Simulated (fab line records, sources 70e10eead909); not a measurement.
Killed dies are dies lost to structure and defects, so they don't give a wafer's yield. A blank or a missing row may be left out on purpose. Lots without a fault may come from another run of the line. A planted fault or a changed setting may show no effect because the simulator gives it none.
Which tool did it? | flow nand_harc | 10 lots, 30 wafers sampled, at 4 steps of a route of 1302

WHAT THE GAUGES READ, wafer by wafer
NHARC_A_SLIT_CD_MEAS_09: target cd 300 nm.
lot  | measured     | on        | cd_nm (nm)
L076 | day 20 04:59 | cd_sem-03 | 299.6 299.2 300.1
L077 | day 20 08:34 | cd_sem-03 | 299.4 299.4 298.7
L079 | day 21 08:28 | cd_sem-02 | 300.6 300.6 300.0
L082 | day 22 15:32 | cd_sem-02 | 299.6 299.8 299.7
L085 | day 23 22:58 | cd_sem-03 | 298.6 298.1 299.6
L084 | day 23 23:07 | cd_sem-01 | 299.8 299.9 299.0
L088 | day 25 11:14 | cd_sem-01 | 299.6 300.0 299.6
L092 | day 27 06:06 | cd_sem-03 | 299.5 300.5 300.0
L094 | day 27 22:35 | cd_sem-01 | 299.4 299.6 298.7
L096 | day 28 18:08 | cd_sem-01 | 300.5 299.5 299.5

WHICH TOOL RAN EACH LOT (tool, then ch and the chambers of the sampled wafers, then the start)
lot  | NHARC_A_STAIRCASE_DEP_325       | NHARC_A_STAIRCASE_ETCHBACK_422     | NHARC_A_SGD_CUT_ETCH_15
L076 | pecvd-04 ch 1,2, day 18 20:48   | rie_diel-05 ch 0,2,3, day 19 12:27 | rie_diel-03 ch 1,3, day 20 04:59 or earlier
L077 | pecvd-03 ch 1,2, day 19 03:02   | rie_diel-01 ch 0,2,3, day 19 18:38 | rie_diel-02 ch 0,2, day 20 08:34 or earlier
L079 | pecvd-03 ch 0,2, day 20 04:03   | rie_diel-01 ch 1,2,3, day 20 15:50 | rie_diel-11 ch 1,3, day 21 08:28 or earlier
L082 | pecvd-04 ch 0,1,2, day 21 07:50 | rie_diel-01 ch 1,2,3, day 21 23:37 | rie_diel-11 ch 0,1,2, day 22 15:32 or earlier
L085 | pecvd-03 ch 1,2, day 22 14:59   | rie_diel-06 ch 0,2, day 23 08:17   | rie_diel-02 ch 0,1, day 23 22:58 or earlier
L084 | pecvd-04 ch 0,1,2, day 22 19:19 | rie_diel-06 ch 0,1,2, day 23 11:05 | rie_diel-02 ch 0,1,3, day 23 23:07 or earlier
L088 | pecvd-01 ch 0,1,2, day 24 08:25 | rie_diel-01 ch 0,1,3, day 24 21:46 | rie_diel-03 ch 0,1,3, day 25 11:14 or earlier
L092 | pecvd-03 ch 1,2, day 26 01:22   | rie_diel-06 ch 0,2,3, day 26 15:51 | rie_diel-03 ch 0,2,3, day 27 06:06 or earlier
L094 | pecvd-04 ch 0,1, day 26 16:38   | rie_diel-06 ch 0,3, day 27 08:56   | rie_diel-02 ch 1,2,3, day 27 22:35 or earlier
L096 | pecvd-03 ch 0,1,2, day 27 13:14 | rie_diel-01 ch 0,1, day 28 04:12   | rie_diel-02 ch 1,2,3, day 28 18:08 or earlier
- NHARC_A_STAIRCASE_DEP_325: deposits SiO2, target thk 7200 nm.
- NHARC_A_STAIRCASE_ETCHBACK_422: etches the open film in CH3F/O2, target depth 40 nm, time 74.286 s.
- NHARC_A_SGD_CUT_ETCH_15: etches the open film in CH3F/O2, target depth 75 nm, time 64.3 s.

THE ANSWER, worked out from the rows above alone
Rule: what is usual is taken from the lots themselves. Put in order of their means at a reading, lots are off if they are a third of the lots or fewer, leave a main group of 4 or more, and stand apart from it by a gap of 3 or more times the standard deviation of the main group's means; of several such gaps the widest counts. A main group whose means are all the same, to the digits that the tables above print for the reading, isn't used. A lot without any number at a reading at which 4 lots or more have one is off too. The other lots that the step has rows for count as sound.
No lot is off at any reading shown: from this, nothing can be told.

WHAT THE SIMULATOR HAD PUT IN
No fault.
